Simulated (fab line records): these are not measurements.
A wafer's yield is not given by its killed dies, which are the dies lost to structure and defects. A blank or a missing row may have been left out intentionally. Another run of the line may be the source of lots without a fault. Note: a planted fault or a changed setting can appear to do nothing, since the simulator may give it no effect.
Problem report in the 8D (eight disciplines) form, filled by code ; flow n5-finfet ; the parts of the form that need people (team, actions taken, sign-off) are left out

1. THE ISSUE
RS_NWELL at N5_BEOL_M4_RC_MEAS_101 reads a mean of 731 ohm/sq on 6 wafers of 2 lots; wafers without a fault read 1037 ohm/sq with a standard deviation of 6.6. Measured from the usual mean, that is -46 standard deviations.
Seen first at day 9 23:37 on prober-02, wafer L618.1. The record has a number at this step for 29 wafers belonging to 10 lots. The rule behind "out" and "out of limits": a value lying over 4 standard deviations away from the usual mean. All remaining wafers that have a number are taken as sound.

2. WHAT IT IS AND WHAT IT IS NOT
question;is;is not
which readings at this step;RS_NWELL;DIBL_N, DIBL_P, IOFF_N, IOFF_P, ION_N, ION_P, SS_N, SS_P, VT_P
which lots;L618, L619;L610, L613, L626, L628, L630, L631, L632, L633
which wafers of those lots;all that have a number;-
read on which gauges;prober-01, prober-02;-
when;from day 9 23:37;"up to then (6 sound wafers); but 17 sound wafers of L626, L628, L630, L631, L632, L633 came after"

3. WHAT RULES OUT EACH SUSPECT
Counting: a tool at a process step up to the reading stays a suspect if it ran every lot that is out and no sound lot after the first of them.
- ruled out: the gauge at N5_BEOL_M4_RC_MEAS_101. 2 gauges (prober-01, prober-02) read the wafers that are out.
- rie-diel-03 at N5_WELL_APT_DESCUM_13 (chemistry O2, time 7.9 s): ruled out as a lasting fault. The sound lots L631, L632 went through it after L618, its earliest lot that is out (day 3 14:19).
- implanter-02 at N5_WELL_APT_IMPLANT_14: ruled out as a lasting fault. The sound lots L630, L631, L633 went through it after L618, its earliest lot that is out (day 3 14:25).
Left after counting: nothing in the record.

4. THE CAUSE (what the simulator had put in)
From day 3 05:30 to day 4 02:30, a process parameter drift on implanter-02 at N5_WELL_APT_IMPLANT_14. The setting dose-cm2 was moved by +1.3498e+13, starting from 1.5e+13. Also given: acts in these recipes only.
Counting ruled it out, wrongly: the rule takes a fault to strike every lot that its tool runs from its start on, and this one did not.

5. SEQUENCE OF EFFECTS, ordered by route
One row per reading whose mean, taken over the struck wafers that have a number, lies over 3 standard deviations from the usual. Only readings for which the record gives a usual standard deviation are gone through. hours: the time from each lot's start at the first step in this table that gives one to its start at this step, as a median over the lots. sigmas: the change in usual standard deviations.
hours;step;reading;usual;on struck wafers;change;sigmas
0;N5_WELL_APT_IMPLANT_14;dose-ions-cm2;1.4999e+13;2.8493e+13;+1.3494e+13;+99 or more
0;N5_WELL_APT_IMPLANT_14;faraday-current-uA;191;360;+169;+43
158;N5_BEOL_M4_RC_MEAS_101;RS_NWELL;1037 ohm/sq;731;-306;-46
Here are the process steps it includes:
- N5_WELL_APT_IMPLANT_14

6. HOW IT WOULD HAVE BEEN CAUGHT EARLIER
Counted from the fault's start at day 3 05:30, it took 162 hours until the first out-of-limits reading at a measuring or inspecting step in this record, taken at day 9 23:37.
At N5_WELL_APT_IMPLANT_14, the tool's own readings (dose-ions-cm2, faraday-current-uA) were out on each struck wafer the step has a row for, so an alarm limit on them would have fired on the first such wafer.
